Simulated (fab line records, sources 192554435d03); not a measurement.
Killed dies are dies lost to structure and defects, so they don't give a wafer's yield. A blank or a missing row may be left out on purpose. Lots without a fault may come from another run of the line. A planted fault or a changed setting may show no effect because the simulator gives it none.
Split-lot experiment | flow n5_finfet | 7 lots, 39 wafers read, on a route of 1938 steps

THE SPLIT
At N5_MOL_CONTACT_COAG_ETCHBACK_135 (etches SiO2 in CHF3, target depth 25 nm, time 16.7 s), the setting time_s was moved away from the recipe's 16.7 s on 12 of the 39 wafers read, by -54.4% to +22.6%. The other wafers ran this setting at the recipe's value.

FROM THE SPLIT TO THE READING: what the file shows between them, 1 step
- N5_MOL_CONTACT_COAG_STRIP_118: strips in CHF3

THE READING
SOC_of_MOL_CONTACT_COAG_COAT_75.thk_nm (the simulator's own value, which no gauge read), in nm, at N5_MOL_CONTACT_COAG_VIA_ETCH_46 (etches SiO2 in C4F6/O2, target depth 46 nm, overetch 9.2 nm, time 40 s). The file gives no usual value for it. The 27 wafers here that ran the recipe average 50.9 nm, standard deviation 0.15 nm.

wafer  | tool, chamber at the split | time_s as run, s | against the recipe | SOC_of_MOL_CONTACT_COAG_COAT_75.thk_nm, nm | against lot-mates on the recipe
L077.1 | rie_diel-02, 1             | 19.74            | +18.2%             | 50.8                                       | -0.1
L077.2 | rie_diel-02, 2             | 16.7             | recipe             | 50.8                                       | -
L077.3 | rie_diel-02, 0             | 16.7             | recipe             | 50.8                                       | -
L077.4 | rie_diel-02, 0             | 16.7             | recipe             | 51                                         | -
L077.5 | rie_diel-02, 1             | 19.74            | +18.2%             | 50.6                                       | -0.3
L077.6 | rie_diel-02, 2             | 19.74            | +18.2%             | 50.4                                       | -0.5
L079.2 | rie_diel-05, 2             | 16.7             | recipe             | 50.8                                       | -
L079.3 | rie_diel-05, 1,0           | 16.7             | recipe             | 50.8                                       | -
L079.6 | rie_diel-05, 1,0           | 16.7             | recipe             | 50.8                                       | -
L084.1 | rie_diel-06, 1             | 16.7             | recipe             | 50.8                                       | -
L084.2 | rie_diel-06, 0             | 7.615            | -54.4%             | 52.2                                       | +1.4
L084.3 | rie_diel-06, 2             | 7.615            | -54.4%             | 52                                         | +1.2
L084.6 | rie_diel-06, 0             | 7.615            | -54.4%             | 52                                         | +1.2
L084.4 | rie_diel-06, 3             | 16.7             | recipe             | 51                                         | -
L084.5 | rie_diel-06, 1             | 16.7             | recipe             | 50.6                                       | -
L088.1 | rie_diel-05, 2             | 20.47            | +22.6%             | 50.6                                       | -0.3
L088.2 | rie_diel-05, 0,3,0         | 16.7             | recipe             | 51                                         | -
L088.5 | rie_diel-05, 0,3,0         | 16.7             | recipe             | 51                                         | -
L088.3 | rie_diel-05, 0,3,0         | 16.7             | recipe             | 50.8                                       | -
L088.4 | rie_diel-05, 1             | 20.47            | +22.6%             | 50.2                                       | -0.7
L088.6 | rie_diel-05, 1             | 20.47            | +22.6%             | 50                                         | -0.9
L090.1 | rie_diel-06, 0             | 16.7             | recipe             | 50.8                                       | -
L090.2 | rie_diel-06, 1,2,3,1       | 16.7             | recipe             | 50.8                                       | -
L090.6 | rie_diel-06, 1,2,3,1       | 16.7             | recipe             | 50.8                                       | -
L090.3 | rie_diel-06, 1,2,3,1       | 16.7             | recipe             | 51                                         | -
L090.4 | rie_diel-06, 1,2,3,1       | 16.7             | recipe             | 51                                         | -
L090.5 | rie_diel-06, 0             | 16.7             | recipe             | 50.6                                       | -
L091.1 | rie_diel-05, 0,1           | 16.7             | recipe             | 50.8                                       | -
L091.2 | rie_diel-05, 3             | 12.99            | -22.2%             | 50.8                                       | +0.1
L091.3 | rie_diel-05, 2             | 12.99            | -22.2%             | 51.6                                       | +0.9
L091.4 | rie_diel-05, 1             | 12.99            | -22.2%             | 51.2                                       | +0.5
L091.5 | rie_diel-05, 0             | 16.7             | recipe             | 50.6                                       | -
L091.6 | rie_diel-05, 0,1           | 16.7             | recipe             | 50.6                                       | -
L096.1 | rie_diel-05, 0,2,1         | 16.7             | recipe             | 50.8                                       | -
L096.4 | rie_diel-05, 3,2,1         | 16.7             | recipe             | 50.8                                       | -
L096.2 | rie_diel-05, 0,2,1         | 16.7             | recipe             | 51                                         | -
L096.3 | rie_diel-05, 0,2,1         | 16.7             | recipe             | 51                                         | -
L096.6 | rie_diel-05, 3,2,1         | 16.7             | recipe             | 51                                         | -
L096.5 | rie_diel-05, 3,2,1         | 16.7             | recipe             | 51.2                                       | -
Where a row lists several chambers, the file gives one row for several wafers and doesn't say which wafer went through which chamber.

THE FIT
A straight line over all 39 wafers: SOC_of_MOL_CONTACT_COAG_COAT_75.thk_nm changes by -0.0214 nm for each +1% of time_s; r = -0.90; the points scatter about the line by 0.19 nm.
The same after taking each lot's own level away (the mean of its wafers on the recipe; 39 wafers): -0.0234 nm for each +1%; r = -0.93; scatter 0.18 nm.
On that fit, the largest move of time_s shifts the reading by 1.3 nm.
The lots' own levels span 50.67 to 50.97 nm, that is 2.0 times the standard deviation above.
So the lot-to-lot level changes the slope little: the two slopes agree.
Check: with one of the wafers moved furthest among these (-54.4%) left out of the fit, the line predicts +1.24 nm for it against its lot-mates. It came out at +1.4 nm against them.

OTHER SPLITS ON THESE WAFERS
These wafers also went through other splits before the reading. Each is held against what the fit with the lots' levels taken away leaves over:
other split on the same wafers | wafers away from the commonest value | r with SOC_of_MOL_CONTACT_COAG_COAT_75.thk_nm (lot level and that fit taken away)
N5_SPACER0_ALD_07 target_thk_a | 12                                   | -0.11

THE WHOLE CHAIN: every reading that the file lists as answering this split, in the file's order
step                             | what it does                                                           | reading                                                                                 | change (the file's fit)                | r (the file's)
N5_MOL_CONTACT_COAG_ETCHBACK_135 | etches SiO2 in CHF3, target depth 25 nm, time 16.7 s                   | SOC_of_MOL_CONTACT_COAG_COAT_75.thk_nm (the simulator's own value, which no gauge read) | -0.0252 nm for each +1% of the setting | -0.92
N5_MOL_CONTACT_COAG_VIA_ETCH_46  | etches SiO2 in C4F6/O2, target depth 46 nm, overetch 9.2 nm, time 40 s | SOC_of_MOL_CONTACT_COAG_COAT_75.thk_nm (the simulator's own value, which no gauge read) | -0.0234 nm for each +1% of the setting | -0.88

THE FILE'S OWN FIT
SOC_of_MOL_CONTACT_COAG_COAT_75.thk_nm changes by -0.0234 nm for each +1% of time_s, r = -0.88.
